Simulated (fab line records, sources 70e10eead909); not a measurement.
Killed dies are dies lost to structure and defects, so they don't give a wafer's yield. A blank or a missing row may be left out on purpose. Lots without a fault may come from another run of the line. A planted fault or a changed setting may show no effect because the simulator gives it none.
Chamber matching | flow nand_harc | NHARC_A_CHANNEL_HOLE_D1_ETCH_39 on rie_diel-05: 4 sister chambers
The step etches the open film in N2/H2, target depth 260 nm, time 325 s. 18 wafers are shown with their chamber, then 8 later ones without.

WAFERS WITH THEIR CHAMBER
wafer  | chamber | showerhead_plenum_p_Torr (Torr) | rf_vpp_V (V) | oes_product_au (a.u.)
L289.4 | 1       | 1.95                            | 428.7        | 0.998
L289.5 | 2       | 1.92                            | 426.2        | 0.988
L289.6 | 1       | 1.95                            | 427.4        | 1.006
L290.3 | 3       | 2.04                            | 430.9        | 0.982
L290.4 | 1       | 1.94                            | 427.8        | 1.008
L290.6 | 3       | 2.04                            | 431.0        | 0.985
L293.1 | 2       | 1.92                            | 428.1        | 0.992
L293.4 | 1       | 1.94                            | 428.2        | 0.996
L293.5 | 3       | 2.04                            | 430.2        | 0.978
L297.1 | 3       | 2.04                            | 431.6        | 0.986
L298.2 | 1       | 1.94                            | 427.7        | 0.999
L298.3 | 2       | 1.92                            | 427.1        | 0.985
L299.2 | 1       | 1.94                            | 426.6        | 1.002
L299.4 | 2       | 1.92                            | 427.1        | 0.982
L307.1 | 0       | 2.14                            | 432.3        | 1.010
L307.4 | 3       | 2.03                            | 430.6        | 0.990
L307.6 | 2       | 1.91                            | 426.1        | 0.988
L308.3 | 1       | 1.94                            | 428.0        | 1.003

SIGNATURES (means of the wafers above)
reading                  | chamber 0 | chamber 1 | chamber 2 | chamber 3 | scatter within a chamber
showerhead_plenum_p_Torr | 2.1400    | 1.9429    | 1.9180    | 2.0380    | 0.00465
rf_vpp_V                 | 432.300   | 427.771   | 426.920   | 430.860   | 0.673
oes_product_au           | 1.01000   | 1.00171   | 0.98700   | 0.98420   | 0.00423
Rule: a wafer's distance from a chamber is the root of the sum, over the readings, of the square of ((its reading less the chamber's mean) divided by the reading's scatter). The wafer belongs to the nearest chamber; if the next one is less than 2 further off, it can't be placed. The scatter: the root of (the sum of the squares of (reading less its chamber's mean) over the shown wafers, divided by (wafers less chambers)).

WAFERS WITHOUT THEIR CHAMBER
wafer  | showerhead_plenum_p_Torr (Torr) | rf_vpp_V (V) | oes_product_au (a.u.)
L308.4 | 2.03                            | 429.5        | 0.985
L308.5 | 1.94                            | 427.6        | 1.004
L309.2 | 1.94                            | 427.7        | 1.010
L309.4 | 2.14                            | 432.8        | 1.010
L309.6 | 1.91                            | 428.6        | 0.990
L310.2 | 1.94                            | 427.8        | 1.013
L310.4 | 1.91                            | 426.0        | 0.982
L310.6 | 2.03                            | 431.7        | 0.992

WHICH CHAMBER EACH WENT THROUGH
wafer  | from the rows above | in truth
L308.4 | 3                   | 3
L308.5 | 1                   | 1
L309.2 | 1                   | 1
L309.4 | 0                   | 0
L309.6 | 2                   | 2
L310.2 | 1                   | 1
L310.4 | 2                   | 2
L310.6 | 3                   | 3
Placed correctly: 8 of 8. Can't be placed from these rows: 0. Placed wrongly: 0.
